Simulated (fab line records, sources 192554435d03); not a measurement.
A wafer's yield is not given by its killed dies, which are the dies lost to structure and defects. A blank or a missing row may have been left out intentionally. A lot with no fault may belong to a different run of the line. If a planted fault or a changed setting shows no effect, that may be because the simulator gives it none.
fab line records | flow n5Finfet
[record] lots = 14 wafers = 41 lastDay = 17
route steps=1938 shown BEOL_M0@742 BEOL_M1@754 BEOL_M4@1111
lots with no fault: from the same line, run without faults
startH: the number of hours between the record's first day and the start of the first shown wafer of the lot | waitH: hours from the lot's prior step to this one | " same as the row above | L1.1+2: a single row standing in for several wafers | - value missing, or start not given | * or withheld: withheld | < > ~ a bound
route shown NAME@n: NAME is a module with steps in the file, n the number in the route of the first one | usual: mean and standard deviation over wafers with no fault | same: alike in all rows | chamber/n: place in a boat | sites: the reading at each site | _std_site: the standard deviation of these | _edge_site: inner sites' mean taken away from outer sites' mean | radiusMm: how far each site lies from the wafer's centre | mask NAME#n: copy n | behind: the tool/chamber that last shaped the wafer | hold: why the lot was held/for how many hours/how that ended | device: transistor that didn't switch, given as n, p or np | end of line: tests of these same wafers at the route's end | where a step has no rows: the recipe by itself | killed: at the first sort, the dies lost to defects and structure; wafer yield is something else | map: per-die view of a wafer (x killed, . not killed, _ where there is no die)
set.NAME: the setting as run; set.NAME@STEP: as run at that earlier step | model.NAME: the simulator's own value behind a step, which no gauge read
one table for each step of the route and one row for each wafer, over a sample of lots
services: a tool's chamber out of use, with start hour (startH, from the record's first day; less than 0 if before it), hours out, and reason
[[steps]]
[step N5_BEOL_M0_ANNEAL_119]
[recipe] tempC = 225 timeS = 90 ambient = N2
[usual] wafer_temp_C_max = 226.0/0.34
// columns lot.wafer tool chamber startH waitH wafer_temp_C_max
L645.2 rtpAnneal-01 0 147.80 0.1 225.6
L645.4 " 0 " " 225.6
L645.5 " 0 " " 225.6
L649.1 rtpAnneal-01 0 151.12 0.1 226.2
L649.2 " 0 " " 225.9
L649.6 " 0 " " 225.8
L648.2 rtpAnneal-01 0 153.22 0.2 225.7
L648.3 " 0 " " 225.8
L648.4 " 0 " " 226.1
L650.3 rtpAnneal-01 0 154.75 0.1 225.6
L650.4 " 0 " " 225.8
L650.6 " 0 " " 225.5
L652.2 rtpAnneal-02 0 162.69 0.1 226.2
L652.3 " 0 " " 226.3
L652.5 " 0 " " 226.5
L653.2 rtpAnneal-01 0 173.10 0.8 226.1
L653.5 " 0 " " 225.5
L653.6 " 0 " " 225.9
L654.1 rtpAnneal-01 0 175.53 0.1 225.8
L654.2 " 0 " " 225.8
L655.1 rtpAnneal-01 0 191.57 0.1 225.5
L655.3 " 0 " " 226.2
L655.6 " 0 " " 225.8
L656.1 rtpAnneal-01 0 195.15 0.1 225.9
L656.2 " 0 " " 225.6
L656.6 " 0 " " 225.9
L659.2 rtpAnneal-01 0 211.13 0.1 225.7
L659.3 " 0 " " 225.8
L659.6 " 0 " " 225.8
L658.1 rtpAnneal-02 0 211.30 0.1 226.5
L658.3 " 0 " " 226.9
L658.5 " 0 " " 226.2
L663.1 rtpAnneal-01 0 221.07 0.1 226.1
L663.4 " 0 " " 226.1
L663.5 " 0 " " 225.7
L661.1 rtpAnneal-01 0 221.75 0.1 225.8
L661.4 " 0 " " 226.0
L661.6 " 0 " " 225.7
L664.1 rtpAnneal-01 0 238.26 0.1 226.0
L664.4 " 0 " " 226.2
L664.5 " 0 " " 226.2
[step N5_BEOL_M0_CMP_120]
[recipe] stopOn = SiOC tOverpolishS = 6.9 downForcePsi = 1 platenRpm = 50 clearingPlatenDownForcePsi = 1.5 clearingPlatenRpm = 50 postCmpClean = cuAlkaline clearingPlatenPadVelocityMS = 0.99484 padVelocityMS = 0.99484
[usual] barrierFieldEndpointS = 3.70/0.16 clearingPlatenDownForcePsi = 1.5008/0.0028 motorCurrentA = 6.1/0.45 overpolishRunS = 6.899/0.0085 slurryFilterDpKPa = 13.51/0.15 timeToEndpointS = 63/3.6
// columns lot.wafer tool chamber startH waitH barrierFieldEndpointS clearingPlatenDownForcePsi motorCurrentA overpolishRunS slurryFilterDpKPa timeToEndpointS
L645.2 cmp-01 3 148.05 0.2 3.62 1.5007 6.2 6.891 13.42 61
L645.4 " 0 " " 3.72 1.4997 6.0 6.894 13.58 68
L645.5 " 0 " " 3.52 1.4991 5.7 6.905 13.51 63
L649.2 cmp-01 3 151.93 0.7 3.91 1.5032 6.0 6.914 13.64 63
L649.1 " 0 " " 3.85 1.5024 6.0 6.899 13.49 65
L649.6 " 3 " " 3.64 1.5033 6.5 6.900 13.54 61
L648.4 cmp-04 1 153.56 0.2 3.63 1.4989 6.0 6.904 13.43 63
L648.2 " 2 " " 3.62 1.5024 5.6 6.896 13.42 61
L648.3 " 3 " " 3.51 1.5007 6.5 6.894 13.41 57
L650.4 cmp-04 3 155.00 0.2 3.34 1.5029 6.4 6.913 13.69 59
L650.3 " 1 " " 3.44 1.5025 5.7 6.893 13.38 62
L650.6 " 2 " " 3.60 1.4999 5.3 6.888 13.46 65
L652.3 cmp-04 2 163.02 0.2 3.91 1.4951 5.9 6.895 13.57 65
L652.2 " 3 " " 3.58 1.4978 6.5 6.907 13.63 60
L652.5 " 1 " " 3.84 1.4995 5.8 6.886 13.72 66
L653.2 cmp-04 3 173.44 0.3 3.60 1.4978 6.3 6.900 13.42 62
L653.6 " 1 " " 3.74 1.5034 5.9 6.895 13.66 62
L653.5 " 2 " " 3.84 1.4998 5.7 6.890 13.38 62
L654.2 cmp-01 1 175.83 0.2 3.62 1.5052 6.6 6.896 13.55 65
L654.1 " 2 " " 3.68 1.5000 6.2 6.894 13.34 63
L655.3 cmp-01 0 191.86 0.2 3.82 1.4974 5.9 6.907 13.13 66
L655.1 " 1 " " 3.81 1.5011 6.4 6.890 13.24 68
L655.6 " 0 " " 3.78 1.4981 5.7 6.909 13.43 67
L656.2 cmp-02 1 195.45 0.2 3.75 1.5012 6.6 6.895 13.30 64
L656.1 " 3 " " 3.92 1.5028 5.3 6.898 13.54 65
L656.6 " 1 " " 3.64 1.5006 6.7 6.905 13.52 65
L659.3 cmp-04 2 211.38 0.2 3.77 1.5035 5.8 6.905 13.45 64
L659.2 " 0 " " 3.85 1.5059 5.8 6.904 13.44 63
L659.6 " 3 " " 3.40 1.4988 6.3 6.907 13.47 62
L658.3 cmp-02 2 211.64 0.2 4.09 1.5046 6.4 6.909 13.61 70
L658.1 " 3 " " 3.76 1.4915 5.3 6.896 13.38 69
L658.5 " 1 " " 3.90 1.4988 6.9 6.904 13.35 67
L663.1 cmp-02 3 221.44 0.3 3.83 1.4997 5.1 6.903 13.82 68
L663.4 " 0 " " 3.41 1.4996 6.2 6.900 13.51 61
L663.5 " 1 " " 3.64 1.5024 7.2 6.900 13.59 67
L661.1 cmp-04 3 222.09 0.3 3.44 1.5017 6.6 6.912 13.72 59
L661.4 " 0 " " 3.74 1.5066 5.8 6.911 13.77 60
L661.6 " 2 " " 3.74 1.5005 5.8 6.891 13.41 57
L664.1 cmp-04 3 238.61 0.3 3.44 1.4970 6.5 6.895 13.63 59
L664.4 " 1 " " 3.38 1.5002 5.8 6.899 13.58 59
L664.5 " 3 " " 3.48 1.4963 6.5 6.905 13.40 56
[step N5_BEOL_M0_CO_CAP_123]
[recipe] material = Co targetThkA = 20 tempC = 200 precursor = CCTBA/H2 pressureTorr = 30 timeS = 102.1
[usual] heaterPowerW = 253/12 susceptorTempC = 199.99/0.15
// columns lot.wafer tool chamber startH waitH heaterPowerW susceptorTempC
L645.2 cvdCo-02 0 148.43 0.0 247 199.67
L645.4 " 1 " " 245 199.99
L645.5 " 0 " " 240 199.80
L649.1 cvdCo-02 0 152.53 0.0 245 200.34
L649.2 " 2 " " 251 199.97
L649.6 " 1 " " 255 200.21
L648.2 cvdCo-02 0 153.89 0.0 246 199.96
L648.3 " 2 " " 251 200.06
L648.4 " 1 " " 254 200.26
L650.3 cvdCo-02 1 155.45 0.0 249 199.96
L650.4 " 1 " " 265 200.09
L650.6 " 2 " " 256 199.84
L652.2 cvdCo-01 1 163.31 0.0 245 199.92
L652.3 " 2 " " 246 200.03
L652.5 " 1 " " 244 200.05
L653.2 cvdCo-01 1 173.74 0.0 246 200.17
L653.5 " 2 " " 250 199.75
L653.6 " 1 " " 238 199.95
L654.1 cvdCo-01 2 176.20 0.0 243 199.89
L654.2 " 0 " " 285 199.95
L655.1 cvdCo-02 2 192.24 0.0 247 200.08
L655.3 " 1 " " 255 200.07
L655.6 " 1 " " 251 199.95
L656.1 cvdCo-01 0 195.82 0.0 280 199.91
L656.2 " 1 " " 249 199.71
L656.6 " 1 " " 247 199.82
L659.2 cvdCo-01 2 211.75 0.0 250 199.97
L659.3 " 0 " " 281 199.70
L659.6 " 0 " " 277 199.85
L658.1 cvdCo-02 2 211.97 0.0 254 199.95
L658.3 " 1 " " 258 199.94
L658.5 " 1 " " 256 200.16
L663.1 cvdCo-02 2 221.74 0.0 248 200.08
L663.4 " 2 " " 250 200.19
L663.5 " 0 " " 249 199.99
L661.1 cvdCo-01 2 222.42 0.0 242 200.24
L661.4 " 1 " " 256 200.01
L661.6 " 2 " " 246 200.31
L664.1 cvdCo-01 0 238.94 0.0 278 199.92
L664.4 " 2 " " 250 199.99
L664.5 " 1 " " 251 200.21
[step N5_BEOL_M1_HM_DEP_02]
[recipe] material = TiN targetThkA = 200 tempC = 25 chamberPressurePa = 0.49996
[usual] chamberPressurePa = 0.4999/0.00089 substrateTempC = 24.98/0.12 susceptorTempC = 25.01/0.11 throttleValvePct = 30.1/0.88
// columns lot.wafer tool chamber startH waitH chamberPressurePa substrateTempC susceptorTempC throttleValvePct
L645.2 pvdSputter-02 - 148.94 0.1 0.4999 24.94 25.00 30.8
L645.4 " - " " 0.5001 24.96 25.16 29.8
L645.5 " - " " 0.5007 24.88 24.99 29.6
L649.1 pvdSputter-03 - 153.19 0.3 0.4993 25.01 25.29 31.0
L649.2 " - " " 0.5006 24.90 25.10 31.4
L649.6 " - " " 0.4999 24.96 25.16 30.6
L648.2 pvdSputter-03 - 154.73 0.5 0.5002 25.09 25.03 31.0
L648.3 " - " " 0.4982 24.95 25.23 32.0
L648.4 " - " " 0.4988 25.04 24.95 31.2
L650.3 pvdSputter-01 - 159.51 3.7 0.4994 25.08 24.89 30.2
L650.4 " - " " 0.4986 24.90 24.93 28.5
L650.6 " - " " 0.5005 24.98 24.86 30.0
L652.2 pvdSputter-01 - 164.79 1.1 0.4996 24.99 24.98 30.2
L652.3 " - " " 0.5003 25.06 25.04 29.3
L652.5 " - " " 0.4999 24.95 24.89 29.5
L653.2 pvdSputter-01 - 174.79 0.7 0.5009 25.01 25.11 29.7
L653.5 " - " " 0.4997 24.85 24.99 30.2
L653.6 " - " " 0.5002 24.93 24.89 29.4
L654.1 pvdSputter-02 - 178.14 1.6 0.4995 25.19 24.93 29.8
L654.2 " - " " 0.4999 25.06 24.98 29.7
L655.1 pvdSputter-02 - 194.19 1.6 0.4995 24.78 25.02 29.7
L655.3 " - " " 0.5004 24.93 25.00 30.7
L655.6 " - " " 0.4994 24.86 24.96 29.8
L656.1 pvdSputter-01 - 196.98 0.8 0.5007 25.06 25.02 28.4
L656.2 " - " " 0.4998 25.00 24.94 30.1
L656.6 " - " " 0.5007 24.88 24.98 30.2
L659.2 pvdSputter-03 - 214.27 2.1 0.4996 25.02 25.01 30.8
L659.3 " - " " 0.5008 25.00 25.10 31.4
L659.6 " - " " 0.5002 24.94 25.17 32.1
L658.1 pvdSputter-02 - 214.43 2.1 0.4984 25.11 25.18 29.7
L658.3 " - " " 0.4981 25.00 25.02 29.6
L658.5 " - " " 0.5002 24.96 24.82 29.7
L663.1 pvdSputter-03 - 222.40 0.3 - - - -
L663.4 " - " " - - - -
L663.5 " - " " - - - -
L661.1 pvdSputter-02 - 223.16 0.4 - - - -
L661.4 " - " " - - - -
L661.6 " - " " - - - -
L664.1 pvdSputter-02 - 241.20 1.9 0.5008 24.71 25.02 29.7
L664.4 " - " " 0.4996 24.75 25.14 29.7
L664.5 " - " " 0.5002 25.05 25.02 30.7
[step N5_BEOL_M1_HM_OPEN_17]
[recipe] chemistry = Cl2/BCl3 targetDepthA = 200 overetchA = 60 target = TiN maskMaterial = SOC ionEnergyEv = 150 pressureMtorr = 10 icpW = 1000 biasW = 126 Cl2_flow_sccm = 53.25 bcl3FlowSccm = 21.75 Ar_flow_sccm = 25
[usual] drypumpMotorCurrentA = 5.67/0.29 mfcArSccm = 25.00/0.08 oesProductAu = 0.70/0.079 throttleValvePct = 21.97/0.16
// columns lot.wafer tool chamber startH waitH drypumpMotorCurrentA mfcArSccm oesProductAu rfHoursCounterH throttleValvePct
L645.2 rieMetal-02 1 149.84 0.0 5.49 25.12 0.72 23 21.79
L645.4 " 1 " " 5.49 25.01 0.73 - 21.82
L645.5 " 1 " " 5.51 24.97 0.72 - 21.83
L649.1 rieMetal-02 1 154.09 0.0 5.49 24.93 0.73 23 21.83
L649.2 " 0 " " 6.11 25.15 0.74 12 22.01
L649.6 " 1 " " 5.51 24.92 0.73 - 21.83
L648.2 rieMetal-03 0 155.49 0.0 5.66 24.95 0.79 8 21.89
L648.3 " 0 " " 5.65 24.98 0.80 - 21.89
L648.4 " 1 " " 5.68 25.04 0.65 - 22.01
L650.3 rieMetal-03 1 160.49 0.1 5.69 25.17 0.67 - 21.98
L650.4 " 0 " " 5.65 25.03 0.79 - 21.86
L650.6 " 1 " " 5.67 25.10 0.66 - 21.99
L652.2 rieMetal-03 0 165.81 0.1 5.65 24.91 0.79 - 21.86
L652.3 " 0 " " 5.65 24.89 0.79 - 21.88
L652.5 " 0 " " 5.65 24.93 0.78 - 21.88
L653.2 rieMetal-03 0 175.68 0.0 5.65 24.98 0.78 10 21.89
L653.5 " 0 " " 5.63 24.89 0.78 - 21.88
L653.6 " 1 " " 5.66 25.05 0.65 - 22.01
L654.1 rieMetal-03 1 179.22 0.0 5.67 25.16 0.65 40 22.02
L654.2 " 0 " " 5.64 25.14 0.77 10 21.89
L655.1 rieMetal-02 1 195.08 0.0 5.51 25.03 0.71 27 21.82
L655.3 " 0 " " 6.13 24.94 0.75 - 21.99
L655.6 " 1 " " 5.50 24.92 0.71 - 21.83
L656.1 rieMetal-02 0 197.87 0.0 6.15 25.03 0.74 16 21.99
L656.2 " 1 " " 5.49 25.00 0.71 28 21.83
L656.6 " 1 " " 5.52 24.85 0.71 - 21.84
L659.2 rieMetal-02 0 215.29 0.0 6.13 25.07 0.73 18 22.01
L659.3 " 1 " " 5.50 25.00 0.69 - 21.86
L659.6 " 1 " " 5.50 24.99 0.70 - 21.85
L658.1 rieMetal-02 0 215.43 0.0 6.10 24.95 0.74 18 22.00
L658.3 " 1 " " 5.52 25.07 0.71 - 21.84
L658.5 " 0 " " 6.11 24.87 0.74 - 22.00
L663.1 rieMetal-03 0 223.28 0.0 5.63 24.91 0.34 13 22.55
L663.4 " 0 " " 5.66 24.88 0.33 - 22.56
L663.5 " 0 " " 5.65 24.84 0.33 - 22.54
L661.1 rieMetal-01 0 223.92 0.0 5.04 25.07 0.21 156 23.10
L661.4 " 0 " " 5.03 25.01 0.22 - 23.11
L661.6 " 0 " " 5.02 25.02 0.21 - 23.13
L664.1 rieMetal-03 1 242.08 0.0 5.64 24.98 0.64 45 22.02
L664.4 " 1 " " 5.65 24.97 0.64 - 22.00
L664.5 " 0 " " 5.63 24.95 0.75 - 21.90
[step N5_BEOL_M1_CD_MEAS_18]
[recipe] pitchNm = 36 targetCdNm = 18
[usual] cdNm = 17.9/0.34
// columns lot.wafer tool chamber startH waitH cdNm
L645.2 cdSem-03 - 150.02 0.1 18.5
L645.4 " - " " 17.7
L645.5 " - " " 18.5
L649.1 cdSem-03 - 154.29 0.1 18.0
L649.2 " - " " 18.3
L649.6 " - " " 17.9
L648.2 cdSem-03 - 155.67 0.1 18.8
L648.3 " - " " 17.9
L648.4 " - " " 18.2
L650.3 cdSem-02 - 160.67 0.1 18.3
L650.4 " - " " 17.8
L650.6 " - " " 18.8
L652.2 cdSem-02 - 166.06 0.1 18.2
L652.3 " - " " 17.7
L652.5 " - " " 18.2
L653.2 cdSem-03 - 175.86 0.1 18.1
L653.5 " - " " 18.1
L653.6 " - " " 17.3
L654.1 cdSem-02 - 179.47 0.0 18.0
L654.2 " - " " 18.1
L655.1 cdSem-03 - 195.26 0.0 17.1
L655.3 " - " " 17.6
L655.6 " - " " 17.0
L656.1 cdSem-03 - 198.06 0.0 17.7
L656.2 " - " " 17.6
L656.6 " - " " 18.1
L659.2 cdSem-02 - 215.48 0.1 17.3
L659.3 " - " " 17.9
L659.6 " - " " 18.1
L658.1 cdSem-01 - 215.61 0.0 17.8
L658.3 " - " " 17.7
L658.5 " - " " 17.8
L663.1 cdSem-01 - 223.46 0.0 -
L663.4 " - " " -
L663.5 " - " " -
L661.1 cdSem-01 - 224.19 0.0 -
L661.4 " - " " -
L661.6 " - " " -
L664.1 cdSem-01 - 242.34 0.0 17.9
L664.4 " - " " 18.0
L664.5 " - " " 18.0
[step N5_BEOL_M4_RC_MEAS_101]
[usual] DIBL_N = 36.6/2.1 DIBL_P = 36.5/2.7 IOFF_N = 0.17/0.043 IOFF_P = 0.22/0.045 ION_N = 674/17 ION_P = 461/9.9 SS_N = 71.7/0.79 SS_P = 73.4/0.79 VT_N = 249/4 VT_P = -250/3.3
// columns lot.wafer tool chamber startH waitH DIBL_N[mV/V] DIBL_P[mV/V] IOFF_N[nA/um] IOFF_P[nA/um] ION_N[uA/um] ION_P[uA/um] SS_N[mV/dec] SS_P[mV/dec] VT_N[mV] VT_P[mV]
L645.2 prober-01 0 188.87 0.2 33.1 33.5 0.10 0.14 647 443 70.5 71.6 258 -256
L645.4 " 0 " " 34.9 36.1 0.14 0.18 658 454 71.3 73.0 252 -254
L645.5 " 0 " " 38.3 39.8 0.22 0.24 696 469 72.1 73.2 244 -251
L649.1 prober-01 0 194.77 0.0 39.7 39.8 0.19 0.27 657 452 71.8 75.0 249 -248
L649.2 " 0 " " 36.1 32.2 0.13 0.15 644 439 70.9 72.2 254 -255
L649.6 " 0 " " 35.1 33.3 0.12 0.17 645 449 70.6 72.6 254 -255
L648.2 prober-02 0 200.10 0.2 34.9 34.8 0.16 0.26 695 487 71.3 72.6 249 -244
L648.3 " 0 " " 35.6 34.2 0.17 0.25 653 460 71.6 73.1 250 -245
L648.4 " 0 " " 36.0 34.3 0.17 0.25 679 465 71.9 73.2 248 -246
L652.2 prober-01 0 209.24 0.2 35.3 37.4 0.13 0.21 659 456 71.8 73.9 252 -251
L652.3 " 0 " " 32.8 33.5 0.10 0.16 664 462 70.7 72.6 256 -254
L652.5 " 0 " " 32.1 33.0 0.10 0.15 662 459 71.0 72.1 257 -254
L650.3 prober-02 0 215.73 0.3 39.5 41.3 0.25 0.30 692 469 73.0 74.9 244 -246
L650.4 " 0 " " 39.0 40.2 0.25 0.30 689 468 72.0 74.1 242 -245
L650.6 " 0 " " 37.1 36.6 0.20 0.23 687 465 72.0 73.9 248 -246
L654.1 prober-02 0 218.22 0.0 35.5 36.0 0.15 0.23 673 467 71.9 73.6 248 -246
L654.2 " 0 " " 37.8 38.4 0.19 0.27 682 478 72.0 74.2 249 -246
L653.2 prober-01 0 218.80 0.2 35.0 36.0 0.16 0.23 689 474 71.0 73.7 247 -247
L653.5 " 0 " " 36.8 37.5 0.17 0.24 670 458 71.2 73.5 249 -247
L653.6 " 0 " " 34.8 35.0 0.15 0.20 680 468 70.5 72.8 250 -251
L655.1 prober-01 0 238.49 0.0 34.5 33.8 0.13 0.18 659 460 70.8 72.9 251 -249
L655.3 " 0 " " 34.3 34.0 0.12 0.19 660 457 70.2 73.5 255 -249
L655.6 " 0 " " 35.6 36.4 0.15 0.24 678 473 71.4 73.6 251 -247
L656.1 prober-02 0 242.47 0.0 35.8 35.8 0.15 0.18 688 468 72.0 73.0 251 -252
L656.2 " 0 " " 35.8 36.8 0.16 0.19 660 452 71.7 73.8 247 -252
L656.6 " 0 " " 36.0 34.5 0.15 0.17 671 451 72.4 73.3 252 -252
L659.2 prober-02 0 253.65 0.2 34.3 33.8 0.13 0.17 665 460 71.2 74.0 250 -251
L659.3 " 0 " " 39.3 40.0 0.23 0.26 699 466 72.1 74.0 242 -248
L659.6 " 0 " " 37.2 37.4 0.18 0.22 682 461 71.0 73.3 248 -249
L658.1 prober-02 0 269.86 0.0 35.7 36.7 0.15 0.22 667 466 71.7 73.9 253 -248
L658.3 " 0 " " 36.4 37.6 0.16 0.24 666 466 71.9 73.5 252 -247
L658.5 " 0 " " 35.5 36.8 0.14 0.22 673 465 70.7 73.5 252 -249
L664.1 prober-01 0 282.81 0.0 37.2 37.7 0.18 0.24 699 478 72.0 73.5 247 -246
L664.4 " 0 " " 36.0 36.6 0.17 0.23 678 465 71.1 73.3 246 -247
L664.5 " 0 " " 37.9 38.2 0.19 0.24 664 456 72.0 73.2 245 -249
[[services]]
// columns tool chamber startH hours kind
cmp-01 - 124.82 5.8 repair
pvdSputter-01 - 128.15 7.3 repair
pvdSputter-01 - 138.01 14.9 repair
cmp-02 - 139.49 4.0 pm
cmp-02 - 143.49 - consumableReplace:conditioner
cmp-02 - 143.49 - consumableReplace:pad
cmp-02 - 143.49 11.0 pm
rieMetal-01 1 144.96 112.8 repair
cvdCo-01 - 149.56 6.8 repair
pvdSputter-02 - 152.82 8.3 repair
cmp-01 - 162.61 1.0 repair
cvdCo-02 2 162.97 6.2 repair
rieMetal-03 1 165.66 1.4 repair
cmp-01 - 173.77 0.7 repair
cmp-01 - 177.34 6.2 pm
rieMetal-01 - 188.23 0.6 repair
cvdCo-01 - 193.17 1.1 repair
cmp-01 - 198.41 2.6 repair
cmp-04 - 212.82 0.3 repair
rtpAnneal-02 - 220.97 2.9 pm
cmp-04 - 227.49 4.0 pm
cmp-04 - 231.49 - consumableReplace:conditioner
cmp-04 - 231.49 - consumableReplace:pad
cmp-01 - 231.61 2.1 repair
[[key]]
[firstSign] step = N5_BEOL_M1_HM_DEP_02 reading = toolRecord direction = missing
[effect] step = N5_BEOL_M1_HM_OPEN_17 reading = oesProductAu direction = down sigmas = 5.4 usual = 0.70 struck = 0.27
[effect] step = N5_BEOL_M1_CD_MEAS_18 reading = cdNm direction = missing
metAt N5_BEOL_M1_HM_DEP_02
struckLots L661,L663
laterRowsLeftOut L661.1,L661.4,L661.6,L663.1,L663.4,L663.5
sortLeftOut L661.1,L661.4,L661.6,L663.1,L663.4,L663.5
notActingAt N5_BEOL_M0_ANNEAL_119,N5_BEOL_M0_CMP_120,N5_BEOL_M0_CO_CAP_123
onsetBetween 214.43 222.40
[fault] kind = skippedStepWhole tool = pvdSputter-02,pvdSputter-03 chamber = - onsetH = 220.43 steps = N5_BEOL_M1_HM_DEP_02 scope = struckLotsOnly
// sortLeftOut: the simulated sort isn't trusted on such a fault, so these wafers' sort isn't shown, and their yield isn't known
// laterRowsLeftOut: the simulator's readings of these wafers behind a module that went badly wrong aren't trusted and aren't shown, but for the sort
